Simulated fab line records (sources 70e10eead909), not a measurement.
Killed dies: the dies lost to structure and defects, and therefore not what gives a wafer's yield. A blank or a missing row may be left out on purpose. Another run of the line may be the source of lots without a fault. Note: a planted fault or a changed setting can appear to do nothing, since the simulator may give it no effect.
fab line records + flow nandHarc
record:
- lots: 7
- wafers: 18
- lastDay: 26
route steps=1159 shown A_M1@1038 END@1159
lots that met no fault: from a run of the same line without faults
startH: hours from the record's opening day to when the first of the lot's shown wafers began + waitH: hours elapsed since this lot's preceding step + " same as the row above + L1.1+2: one row covering several wafers at once + - either no value or no given start + * or withheld: withheld + < > ~ a bound
route shown NAME@n: a module of which the file shows steps, and the number in the route of the first + usual: average and standard deviation across the fault-free wafers + same: alike in all rows + chamber/n: place in a boat + sites: readings site by site + _std_site: the values' standard deviation + _edge_site: outer sites' mean less inner sites' + radiusMm: how far each site lies from the wafer's centre + mask NAME#n: copy n + behind: the most recent tool/chamber to have shaped the wafer + hold: what put the lot on hold/how long, in hours/how the hold closed + device: whichever transistor did not switch (one of n, p or np) + end of line: at the end of the route, the tests of the same wafers + where a step has no rows: the recipe by itself + killed: dies that structure and defects cost at the first sort, which is not the same as the wafer's yield + map: shows each die of a wafer: x if killed, . if not, _ if none is there
set.NAME: setting as actually run; set.NAME@STEP: the setting as run at that earlier step + model.NAME: the simulator's own value behind a step, which no gauge read
lots at some steps of the route; a table a step, a row a wafer
services: from which hour (startH, from the record's first day; less than 0 if before it) a tool's chamber was out of use, for how many hours, and why
== steps ==
step: NHARC_A_M1_INSPECT_11
usual:
- rawDefectCount: 34/15
| lot.wafer | tool             | chamber | startH | waitH | rawDefectCount |
|-----------|------------------|---------|--------|-------|----------------|
| L178.3    | defectInspect-02 | -       | 403.21 | 0.0   | 21             |
| L178.5    | "                | -       | "      | "     | 21             |
| L178.6    | "                | -       | "      | "     | 25             |
| L177.1    | defectInspect-02 | -       | 406.25 | 0.0   | 19             |
| L177.2    | "                | -       | "      | "     | 19             |
| L177.5    | "                | -       | "      | "     | 16             |
| L180.3    | defectInspect-02 | -       | 417.60 | 0.0   | 18             |
| L180.5    | "                | -       | "      | "     | 21             |
| L181.3    | defectInspect-01 | -       | 420.63 | 0.0   | 27             |
| L181.5    | "                | -       | "      | "     | 37             |
| L181.6    | "                | -       | "      | "     | 37             |
| L183.1    | defectInspect-01 | -       | 450.07 | 0.0   | 14             |
| L183.5    | "                | -       | "      | "     | 21             |
| L182.5    | defectInspect-01 | -       | 465.02 | 0.0   | 42             |
| L182.6    | "                | -       | "      | "     | 44             |
| L199.1    | defectInspect-01 | -       | 541.79 | 0.0   | 50             |
| L199.4    | "                | -       | "      | "     | 40             |
| L199.5    | "                | -       | "      | "     | 34             |
step: NHARC_A_M1_DESCUM_14
recipe:
- timeS: 3
- o2FlowSccm: 200
- arFlowSccm: 0
- biasPowerW: 0
- chemistry: O2
usual:
- drypumpMotorCurrentA: 5.7/0.4
- mfcArSccm: 0.010/0.014
- oesProductAu: 1.003/0.0082
- rfVppV: 57.8/0.9
- showerheadPlenumPTorr: 1.91/0.077
- throttleValvePct: 11.311/0.0095
same:
- biasPowerW: 0
| lot.wafer | tool       | chamber | startH | waitH | drypumpMotorCurrentA | mfcArSccm | oesProductAu | rfHoursCounterH | rfVppV | showerheadPlenumPTorr | throttleValvePct |
|-----------|------------|---------|--------|-------|----------------------|-----------|--------------|-----------------|--------|-----------------------|------------------|
| L178.3    | rieDiel-04 | 3       | 403.28 | 0.1   | 5.4                  | 0.011     | 0.994        | 3               | 57.7   | 1.91                  | 11.315           |
| L178.5    | "          | 2       | "      | "     | 5.8                  | 0         | 1.013        | -               | 58.2   | 2.00                  | 11.316           |
| L178.6    | "          | 3       | "      | "     | 5.4                  | 0.011     | 0.988        | -               | 57.2   | 1.91                  | 11.313           |
| L177.2    | rieDiel-08 | 1       | 406.31 | 0.1   | 5.3                  | 0.033     | 0.999        | 7               | 58.2   | 1.85                  | 11.297           |
| L177.1    | "          | 0       | "      | "     | 5.7                  | 0         | 0.995        | 7               | 59.8   | 1.97                  | 11.314           |
| L177.5    | "          | 3       | "      | "     | 6.5                  | 0.036     | 1.007        | -               | 56.8   | 1.86                  | 11.318           |
| L180.3    | rieDiel-04 | 0       | 417.67 | 0.1   | 5.2                  | 0.031     | 1.005        | 3               | 58.4   | 1.79                  | 11.326           |
| L180.5    | "          | 2       | "      | "     | 5.8                  | 0         | 1.028        | -               | 57.9   | 2.00                  | 11.319           |
| L181.3    | rieDiel-08 | 2       | 420.70 | 0.1   | 5.6                  | 0.002     | 1.009        | 7               | 57.5   | 1.92                  | 11.339           |
| L181.6    | "          | 1       | "      | "     | 5.3                  | 0.033     | 0.998        | -               | 57.0   | 1.85                  | 11.316           |
| L181.5    | "          | 2       | "      | "     | 5.6                  | 0.002     | 0.999        | -               | 56.5   | 1.92                  | 11.312           |
| L183.1    | rieDiel-04 | 2       | 450.16 | 0.1   | 5.8                  | 0         | 1.008        | 4               | 58.3   | 2.00                  | 11.297           |
| L183.5    | "          | 0       | "      | "     | 5.2                  | 0.031     | 1.012        | -               | 58.2   | 1.79                  | 11.308           |
| L182.5    | rieDiel-04 | 3       | 465.11 | 0.1   | 5.5                  | 0.011     | 1.004        | -               | 58.9   | 1.91                  | 11.311           |
| L182.6    | "          | 0       | "      | "     | 5.2                  | 0.031     | 1.017        | -               | 56.9   | 1.79                  | 11.299           |
| L199.1    | rieDiel-04 | 1       | 541.88 | 0.1   | 6.3                  | 0.008     | 1.007        | 2               | 58.2   | 1.95                  | 11.301           |
| L199.5    | "          | 2       | "      | "     | 5.8                  | 0         | 1.023        | -               | 56.8   | 2.00                  | 11.307           |
| L199.4    | "          | 1       | "      | "     | 6.4                  | 0.008     | 1.002        | -               | 57.8   | 1.95                  | 11.314           |
step: NHARC_A_M1_ETCH_35
recipe:
- targetDepthA: 400
- overetchA: 120
- timeS: 43.94
- ionEnergyEv: 200
- n2FlowSccm: 150
- h2FlowSccm: 150
- arFlowSccm: 0
- rfW: 400
- biasW: 150
- chemistry: N2/H2
usual:
- drypumpMotorCurrentA: 5.7/0.42
- mfcArSccm: 0.011/0.014
- n2FlowSccm: 150.0/0.41
- oesProductAu: 1.003/0.0084
- rfVppV: 430.3/2.6
- showerheadPlenumPTorr: 2.03/0.085
- throttleValvePct: 14.172/0.0092
| lot.wafer | tool       | chamber | startH | waitH | drypumpMotorCurrentA | mfcArSccm | n2FlowSccm | oesProductAu | rfHoursCounterH | rfVppV | showerheadPlenumPTorr | throttleValvePct |
|-----------|------------|---------|--------|-------|----------------------|-----------|------------|--------------|-----------------|--------|-----------------------|------------------|
| L178.3    | rieDiel-04 | 0       | 403.37 | 0.1   | 5.2                  | 0.031     | 150.0      | 1.020        | 3               | 427.6  | 1.91                  | 14.170           |
| L178.5    | "          | 2       | "      | "     | 5.8                  | 0         | 150.4      | 1.005        | -               | 434.1  | 2.14                  | 14.167           |
| L178.6    | "          | 3       | "      | "     | 5.5                  | 0.011     | 150.0      | 1.003        | -               | 430.2  | 2.04                  | 14.173           |
| L177.1    | rieDiel-08 | 1       | 406.41 | 0.1   | 5.4                  | 0.033     | 150.3      | 1.001        | 7               | 429.4  | 1.97                  | 14.179           |
| L177.2    | "          | 3       | "      | "     | 6.5                  | 0.036     | 149.6      | 1.010        | 6               | 429.4  | 1.98                  | 14.175           |
| L177.5    | "          | 1       | "      | "     | 5.3                  | 0.033     | 150.1      | 0.998        | -               | 427.9  | 1.97                  | 14.185           |
| L180.3    | rieDiel-04 | 3       | 417.76 | 0.1   | 5.5                  | 0.011     | 150.9      | 0.999        | 3               | 429.8  | 2.04                  | 14.157           |
| L180.5    | "          | 0       | "      | "     | 5.2                  | 0.031     | 150.2      | 1.010        | -               | 426.9  | 1.91                  | 14.178           |
| L181.3    | rieDiel-08 | 3       | 420.78 | 0.1   | 6.5                  | 0.036     | 150.2      | 1.020        | 7               | 429.0  | 1.98                  | 14.177           |
| L181.6    | "          | 2       | "      | "     | 5.6                  | 0.002     | 150.3      | 1.002        | -               | 431.2  | 2.05                  | 14.174           |
| L181.5    | "          | 3       | "      | "     | 6.5                  | 0.036     | 150.3      | 1.016        | -               | 429.7  | 1.98                  | 14.170           |
| L183.1    | rieDiel-04 | 3       | 450.23 | 0.1   | 5.5                  | 0.011     | 149.8      | 0.991        | 4               | 430.8  | 2.04                  | 14.170           |
| L183.5    | "          | 1       | "      | "     | 6.4                  | 0.008     | 149.7      | 0.996        | -               | 431.5  | 2.08                  | 14.175           |
| L182.6    | rieDiel-04 | 3       | 465.19 | 0.1   | 5.5                  | 0.011     | 149.9      | 1.009        | -               | 430.5  | 2.04                  | 14.163           |
| L182.5    | "          | 0       | "      | "     | 5.2                  | 0.031     | 149.8      | 1.020        | -               | 425.5  | 1.91                  | 14.158           |
| L199.1    | rieDiel-04 | 2       | 541.97 | 0.1   | 5.8                  | 0         | 150.3      | 1.011        | 2               | 433.3  | 2.14                  | 14.164           |
| L199.5    | "          | 1       | "      | "     | 6.3                  | 0.008     | 150.3      | 1.009        | -               | 431.5  | 2.08                  | 14.179           |
| L199.4    | "          | 2       | "      | "     | 5.8                  | 0         | 150.2      | 1.014        | -               | 433.0  | 2.14                  | 14.174           |
step: NHARC_A_M1_ETCH_15
recipe:
- targetDepthA: 1825
- timeS: 91.2
- c4f8FlowSccm: withheld
- arFlowSccm: 400
- rfW: 600
- biasW: 300
- chemistry: C4F8/Ar
step: NHARC_A_M1_CD_MEAS_16
usual:
- cdNm: 119.6/0.86
| lot.wafer | tool     | chamber | startH | waitH | cdNm  |
|-----------|----------|---------|--------|-------|-------|
| L178.3    | cdSem-01 | -       | 403.58 | -     | 118.5 |
| L178.5    | "        | -       | "      | "     | 118.3 |
| L178.6    | "        | -       | "      | "     | 119.2 |
| L177.1    | cdSem-01 | -       | 406.66 | -     | 121.0 |
| L177.2    | "        | -       | "      | "     | 119.3 |
| L177.5    | "        | -       | "      | "     | 120.6 |
| L180.3    | cdSem-01 | -       | 417.96 | -     | 119.5 |
| L180.5    | "        | -       | "      | "     | 119.1 |
| L181.3    | cdSem-03 | -       | 421.00 | -     | 119.0 |
| L181.5    | "        | -       | "      | "     | 119.8 |
| L181.6    | "        | -       | "      | "     | 120.3 |
| L183.1    | cdSem-03 | -       | 450.44 | -     | 119.7 |
| L183.5    | "        | -       | "      | "     | 120.4 |
| L182.5    | cdSem-01 | -       | 465.40 | -     | 118.3 |
| L182.6    | "        | -       | "      | "     | 119.6 |
| L199.1    | cdSem-02 | -       | 542.21 | -     | 121.5 |
| L199.4    | "        | -       | "      | "     | 121.3 |
| L199.5    | "        | -       | "      | "     | 120.1 |
step: NHARC_A_M1_STRIP_18
recipe:
- powerW: 1000
- n2FlowSccm: 150
- h2FlowSccm: 150
- arFlowSccm: 0
- biasW: 0
- chemistry: N2/H2
step: NHARC_A_M1_ETCH_28
recipe:
- targetDepthA: 300
- overEtchFrac: 0.3
- timeS: 72.99
- ionEnergyEv: 150
- cf4FlowSccm: 50
- n2FlowSccm: 100
- arFlowSccm: 150
- rfW: 300
- biasW: 100
- chemistry: CF4/N2
usual:
- drypumpMotorCurrentA: 5.7/0.42
- mfcArSccm: 150.0/0.43
- n2FlowSccm: 100.0/0.32
- oesProductAu: 1.006/0.0088
- rfVppV: 313.9/1.9
- showerheadPlenumPTorr: 2.61/0.096
- throttleValvePct: 19.795/0.0093
same:
- overEtchFrac: 0.3
| lot.wafer | tool       | chamber | startH | waitH | drypumpMotorCurrentA | mfcArSccm | n2FlowSccm | oesProductAu | rfHoursCounterH | rfVppV | showerheadPlenumPTorr | throttleValvePct |
|-----------|------------|---------|--------|-------|----------------------|-----------|------------|--------------|-----------------|--------|-----------------------|------------------|
| L178.3    | rieDiel-08 | 3       | -      | -     | 6.5                  | 149.4     | 100.6      | 1.006        | 6               | 313.1  | 2.56                  | 19.804           |
| L178.6    | "          | 2       | "      | "     | 5.6                  | 150.3     | 100.3      | 1.000        | -               | 314.7  | 2.63                  | 19.790           |
| L178.5    | "          | 3       | "      | "     | 6.5                  | 149.0     | 100.1      | 1.023        | -               | 312.8  | 2.56                  | 19.801           |
| L177.1    | rieDiel-04 | 3       | -      | -     | 5.5                  | 149.9     | 99.6       | 0.990        | 3               | 313.9  | 2.62                  | 19.790           |
| L177.2    | "          | 1       | "      | "     | 6.4                  | 150.5     | 100.4      | 1.010        | 3               | 315.8  | 2.68                  | 19.792           |
| L177.5    | "          | 3       | "      | "     | 5.4                  | 150.1     | 100.1      | 0.996        | -               | 315.3  | 2.62                  | 19.791           |
| L180.3    | rieDiel-03 | 0       | -      | -     | 5.0                  | 149.4     | 99.8       | 0.989        | 1               | 312.3  | 2.53                  | 19.804           |
| L180.5    | "          | 0       | "      | "     | 5.1                  | 149.9     | 100.4      | 1.011        | -               | 312.8  | 2.53                  | 19.804           |
| L181.3    | rieDiel-04 | 3       | -      | -     | 5.5                  | 150.8     | 100.1      | 0.996        | 3               | 313.6  | 2.62                  | 19.807           |
| L181.5    | "          | 2       | "      | "     | 5.8                  | 150.2     | 99.5       | 1.002        | -               | 316.5  | 2.74                  | 19.791           |
| L181.6    | "          | 3       | "      | "     | 5.5                  | 150.2     | 100.1      | 0.982        | -               | 314.9  | 2.62                  | 19.802           |
| L183.1    | rieDiel-08 | 0       | -      | -     | 5.7                  | 150.3     | 99.9       | 1.003        | 9               | 315.3  | 2.69                  | 19.815           |
| L183.5    | "          | 1       | "      | "     | 5.4                  | 150.1     | 100.6      | 1.006        | -               | 311.3  | 2.55                  | 19.789           |
| L182.6    | rieDiel-04 | 1       | -      | -     | 6.3                  | 150.5     | 99.8       | 1.001        | -               | 316.0  | 2.68                  | 19.776           |
| L182.5    | "          | 2       | "      | "     | 5.8                  | 149.6     | 99.8       | 1.005        | -               | 315.4  | 2.74                  | 19.786           |
| L199.4    | rieDiel-08 | 1       | -      | -     | 5.4                  | 149.5     | 100.3      | 1.014        | 4               | 314.0  | 2.54                  | 19.801           |
| L199.1    | "          | 2       | "      | "     | 5.6                  | 149.9     | 100.2      | 1.012        | 3               | 313.5  | 2.63                  | 19.805           |
| L199.5    | "          | 1       | "      | "     | 5.4                  | 149.5     | 100.3      | 1.020        | -               | 312.4  | 2.54                  | 19.800           |
step: NHARC_A_M1_STRIP_19
recipe:
- timeS: 600
- tempC: 30
- chemistry: postEtchResidueRemover
step: NHARC_A_M1_DEGAS_29
recipe:
- tempC: 250
- timeS: 60
usual:
- heaterPowerW: 345/49
| lot.wafer | tool          | chamber | startH | waitH | heaterPowerW |
|-----------|---------------|---------|--------|-------|--------------|
| L178.3    | pvdSputter-02 | -       | 404.30 | -     | 310          |
| L178.6    | "             | -       | "      | "     | 322          |
| L178.5    | "             | -       | "      | "     | 467          |
| L177.1    | pvdSputter-03 | -       | 407.37 | -     | 345          |
| L177.2    | "             | -       | "      | "     | 382          |
| L177.5    | "             | -       | "      | "     | 333          |
| L180.3    | pvdSputter-01 | -       | 418.77 | -     | 367          |
| L180.5    | "             | -       | "      | "     | 332          |
| L181.3    | pvdSputter-02 | -       | 421.70 | -     | 270          |
| L181.5    | "             | -       | "      | "     | 272          |
| L181.6    | "             | -       | "      | "     | 333          |
| L183.1    | pvdSputter-01 | -       | 451.15 | -     | 326          |
| L183.5    | "             | -       | "      | "     | 326          |
| L182.5    | pvdSputter-01 | -       | 466.12 | -     | 354          |
| L182.6    | "             | -       | "      | "     | 343          |
| L199.4    | pvdSputter-03 | -       | 542.93 | -     | 345          |
| L199.1    | "             | -       | "      | "     | 406          |
| L199.5    | "             | -       | "      | "     | 362          |
step: NHARC_A_M1_PRE_CLEAN_30
recipe:
- timeS: 30
- tempC: 280
- gas: H2/He
step: NHARC_A_M1_PVD_20
recipe:
- targetThkA: 50
- biasV: 168.6
- powerW: 15000
- chamberPressurePa: 0.12
- timeS: 8.06
- substrateTempC: 50
- material: TaN
step: NHARC_A_M1_PVD_21
recipe:
- targetThkA: 300
- chamberPressurePa: 5
- powerW: 5000
- substrateTempC: 30
- timeS: 20.49
- material: Cu
usual:
- throttleValvePct: 29.7/0.89
| lot.wafer | tool          | chamber | startH | waitH | throttleValvePct |
|-----------|---------------|---------|--------|-------|------------------|
| L178.3    | pvdSputter-02 | -       | -      | -     | 30.9             |
| L178.6    | "             | -       | "      | "     | 30.4             |
| L178.5    | "             | -       | "      | "     | 31.0             |
| L177.2    | pvdSputter-03 | -       | -      | -     | 29.9             |
| L177.1    | "             | -       | "      | "     | 29.1             |
| L177.5    | "             | -       | "      | "     | 30.1             |
| L180.3    | pvdSputter-01 | -       | -      | -     | 29.6             |
| L180.5    | "             | -       | "      | "     | 29.3             |
| L181.3    | pvdSputter-02 | -       | -      | -     | 31.0             |
| L181.6    | "             | -       | "      | "     | 30.5             |
| L181.5    | "             | -       | "      | "     | 30.9             |
| L183.1    | pvdSputter-01 | -       | -      | -     | 29.4             |
| L183.5    | "             | -       | "      | "     | 29.7             |
| L182.6    | pvdSputter-01 | -       | -      | -     | 29.8             |
| L182.5    | "             | -       | "      | "     | 29.4             |
| L199.4    | pvdSputter-03 | -       | -      | -     | 29.1             |
| L199.1    | "             | -       | "      | "     | 30.7             |
| L199.5    | "             | -       | "      | "     | 29.4             |
step: NHARC_A_M1_ECD_22
recipe:
- targetThkA: 4000
- bathTempC: 25
- material: Cu
| lot.wafer  | tool     | chamber | startH | waitH |
|------------|----------|---------|--------|-------|
| L178.3+6+5 | ecdCu-01 | 1,0,1   | 404.80 | -     |
| L177.2+1+5 | ecdCu-02 | 0,1,0   | 407.73 | -     |
| L180.3+5   | ecdCu-02 | 1       | 419.27 | -     |
| L181.3+5+6 | ecdCu-01 | 1,0,1   | 422.21 | -     |
| L183.1+5   | ecdCu-02 | 1,0     | 451.56 | -     |
| L182.6+5   | ecdCu-02 | 0,1     | 466.65 | -     |
| L199.1+4+5 | ecdCu-02 | 1,1,0   | 543.28 | -     |
step: NHARC_A_M1_ANNEAL_31
recipe:
- tempC: 225
- timeS: 90
step: NHARC_A_M1_CMP_23
recipe:
- tOverpolishS: 20
- targetThkNm: 154.34
usual:
- motorCurrentA: 11.9/0.84
- timeToEndpointS: 28.7/2.6
| lot.wafer | tool   | chamber | startH | waitH | motorCurrentA | timeToEndpointS |
|-----------|--------|---------|--------|-------|---------------|-----------------|
| L178.3    | cmp-01 | 1       | 405.40 | -     | 11.7          | 33.9            |
| L178.6    | "      | 1       | "      | "     | 11.3          | 32.8            |
| L178.5    | "      | 2       | "      | "     | 13.1          | 29.9            |
| L177.2    | cmp-03 | 0       | 408.51 | -     | 10.5          | 26.4            |
| L177.1    | "      | 1       | "      | "     | 11.6          | 27.1            |
| L177.5    | "      | 3       | "      | "     | 11.6          | 29.4            |
| L180.3    | cmp-01 | 1       | 419.96 | -     | 11.9          | 29.5            |
| L180.5    | "      | 3       | "      | "     | 11.9          | 15.2            |
| L181.3    | cmp-04 | 1       | 422.88 | -     | 12.3          | 26.4            |
| L181.6    | "      | 2       | "      | "     | 10.8          | 28.0            |
| L181.5    | "      | 3       | "      | "     | 12.6          | 29.2            |
| L183.1    | cmp-03 | 1       | 452.29 | -     | 11.7          | 14.5            |
| L183.5    | "      | 0       | "      | "     | 10.6          | 14.7            |
| L182.5    | cmp-01 | 3       | 467.31 | -     | 10.2          | 17.8            |
| L182.6    | "      | 0       | "      | "     | 12.7          | 31.5            |
| L199.1    | cmp-03 | 0       | 544.03 | -     | 10.0          | 27.1            |
| L199.4    | "      | 2       | "      | "     | 12.5          | 29.2            |
| L199.5    | "      | 0       | "      | "     | 10.5          | 32.4            |
step: NHARC_A_M1_THK_MEAS_24
recipe:
- thkMeasGauge: xrf
usual:
- thkNm: 154.2/1.8
| lot.wafer | tool         | chamber | startH | waitH | thkNm |
|-----------|--------------|---------|--------|-------|-------|
| L178.3    | filmMetro-01 | -       | 405.72 | -     | 154.3 |
| L178.5    | "            | -       | "      | "     | 155.9 |
| L178.6    | "            | -       | "      | "     | 155.3 |
| L177.1    | filmMetro-01 | -       | 408.77 | -     | 157.2 |
| L177.2    | "            | -       | "      | "     | 156.6 |
| L177.5    | "            | -       | "      | "     | 156.9 |
| L180.3    | filmMetro-01 | -       | 420.19 | -     | 155.3 |
| L180.5    | "            | -       | "      | "     | 155.6 |
| L181.3    | filmMetro-02 | -       | 423.11 | -     | 154.8 |
| L181.5    | "            | -       | "      | "     | 154.4 |
| L181.6    | "            | -       | "      | "     | 154.4 |
| L183.1    | filmMetro-01 | -       | 452.58 | -     | 156.7 |
| L183.5    | "            | -       | "      | "     | 153.6 |
| L182.5    | filmMetro-02 | -       | 467.51 | -     | 154.8 |
| L182.6    | "            | -       | "      | "     | 156.2 |
| L199.1    | filmMetro-02 | -       | 544.32 | -     | 155.1 |
| L199.4    | "            | -       | "      | "     | 153.4 |
| L199.5    | "            | -       | "      | "     | 154.0 |
step: NHARC_END_SORT_01
recipe:
- tempC: 25
usual:
- defectLimitedYield: 95.3/1.3
- killedAtArray: 28/9.1
- killedAtOther: 0.6/0.87
- killedAtPeriphery: 3.4/2.7
- killedDies: 32/9
- killedOpen: 3.2/1.9
- killedShort: 2.0/1.3
- sort_bin_2_pct: 1.5/0.57
- sort_bin_3_pct: 0.26/0.22
- sort_bin_4_pct: 2.9/0.91
- sortNPass: 645/9
- sortRimYieldPct: 93/3.3
- sortYieldPct: 95.3/1.3
same:
- grossDies: 677
- sort_bin_5_pct[%]: 0
- sort_bin_6_pct[%]: 0
- sort_bin_7_pct[%]: 0
- sort_bin_8_pct[%]: 0
- sortRimNGross: 106.00
| lot.wafer | tool      | chamber | startH | waitH | defectLimitedYield[%] | killedAtArray | killedAtOther | killedAtPeriphery | killedDies | killedOpen | killedShort | sort_bin_2_pct[%] | sort_bin_3_pct[%] | sort_bin_4_pct[%] | sortNPass | sortRimYieldPct[%] | sortYieldPct[%] |
|-----------|-----------|---------|--------|-------|-----------------------|---------------|---------------|-------------------|------------|------------|-------------|-------------------|-------------------|-------------------|-----------|--------------------|-----------------|
| L180.3    | prober-02 | 0       | 469.19 | 3.1   | 95.6                  | 17            | 1             | 12                | 30         | 3          | 1           | 1.0               | 0.30              | 3.1               | 647       | 91                 | 95.6            |
| L180.5    | prober-02 | 0       | 470.80 | 3.7   | 96.6                  | 18            | 1             | 4                 | 23         | 3          | 0           | 0.9               | 0.15              | 2.4               | 654       | 95                 | 96.6            |
| L182.5    | prober-02 | 0       | 513.08 | 3.7   | 94.1                  | 36            | 1             | 3                 | 40         | 7          | 1           | 1.8               | 0.30              | 3.8               | 637       | 93                 | 94.1            |
| L182.6    | prober-02 | 0       | 513.88 | 4.0   | 95.4                  | 26            | 1             | 4                 | 31         | 0          | 1           | 1.3               | 0.30              | 3.0               | 646       | 89                 | 95.4            |
killed by level:class
L180.3 P_M2:chamberFilmFlake=7 A_SLIT:chamberFilmFlake=5 A_CHANNEL_HOLE_D1:chamberFilmFlake=3 A_WL_FILL:chamberFilmFlake=3 P_GATE:chamberFilmFlake=2 A_CONTACT:chamberFilmFlake=2 P_M1:geometricParticle:open=1 P_M2:geometricParticle:open=1
L180.5 A_SLIT:chamberFilmFlake=11 A_CHANNEL_HOLE_D1:chamberFilmFlake=4 P_M2:chamberFilmFlake=3 P_M0:geometricParticle:open=1 A_SGD_CUT:geometricParticle:open=1 A_CONTACT:geometricParticle:open=1 A_STAIRCASE:chamberFilmFlake=1 THIN_TSV:chamberFilmFlake=1
L182.5 A_SLIT:chamberFilmFlake=18 A_CHANNEL_HOLE_D1:chamberFilmFlake=9 A_CONTACT:chamberFilmFlake=3 P_CONTACT:geometricParticle:open=2 A_ONON_D1:geometricParticle:open=2 A_CONTACT:geometricParticle:open=2 A_CHANNEL_FILL_D1:geometricParticle:open=1 P_ZERO_WELL:chamberFilmFlake=1
L182.6 A_SLIT:chamberFilmFlake=15 A_CONTACT:chamberFilmFlake=5 A_CHANNEL_HOLE_D1:chamberFilmFlake=4 P_GATE:chamberFilmFlake=2 A_CONTACT:geometricParticle:short=1 P_ZERO_WELL:chamberFilmFlake=1 P_BONDPAD:chamberFilmFlake=1 A_WL_FILL:chamberFilmFlake=1
== services ==
| tool          | chamber | startH | hours | kind   |
|---------------|---------|--------|-------|--------|
| pvdSputter-02 | -       | 392.01 | 10.0  | pm     |
| cmp-04        | -       | 399.01 | 4.0   | pm     |
| rieDiel-04    | -       | 404.41 | 1.9   | repair |
| rieDiel-08    | 2       | 405.79 | 2.6   | repair |
| cmp-03        | -       | 413.43 | 0.9   | repair |
| cmp-03        | -       | 426.52 | 0.7   | repair |
| rieDiel-04    | 1       | 430.49 | 14.9  | repair |
| cmp-03        | -       | 440.84 | 1.4   | repair |
| ecdCu-01      | -       | 448.09 | 8.0   | pm     |
| cmp-03        | -       | 449.74 | 1.9   | repair |
| cmp-03        | -       | 453.44 | 6.5   | repair |
| pvdSputter-03 | -       | 458.04 | 10.0  | pm     |
| rieDiel-04    | 2       | 458.16 | 1.5   | repair |
| cmp-03        | -       | 459.94 | 4.0   | pm     |
| rieDiel-04    | -       | 465.90 | 9.0   | pm     |
| cmp-01        | -       | 473.50 | 4.0   | pm     |
| pvdSputter-02 | -       | 473.60 | 1.8   | repair |
| rieDiel-08    | -       | 478.92 | 9.0   | pm     |
| rieDiel-08    | -       | 500.66 | 4.3   | repair |
| pvdSputter-01 | -       | 514.00 | 10.0  | pm     |
| ecdCu-02      | -       | 532.14 | 8.0   | pm     |
| cmp-01        | -       | 535.39 | 1.0   | repair |
| rieDiel-04    | 0       | 537.69 | 8.3   | repair |
| rieDiel-08    | -       | 544.14 | 0.7   | repair |
== key ==
firstSign:
- step: NHARC_A_M1_CMP_23
- reading: timeToEndpointS
- direction: down
- sigmas: 5
- usual: *
- struck: *
effect none on later readings
metAt NHARC_A_M1_ECD_22
struckWafers L180.5,L182.5,L183.1,L183.5
onsetBetween 407.73 419.27
fault:
- kind: processParameterDrift
- tool: ecdCu-02
- chamber: -
- onsetH: 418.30
- steps: NHARC_A_M1_ECD_22
- channel: targetThkA
- offset: *
- shape: step
- endH: 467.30
- scope: struckWafersOnly
- actsIn: *
- stated: *
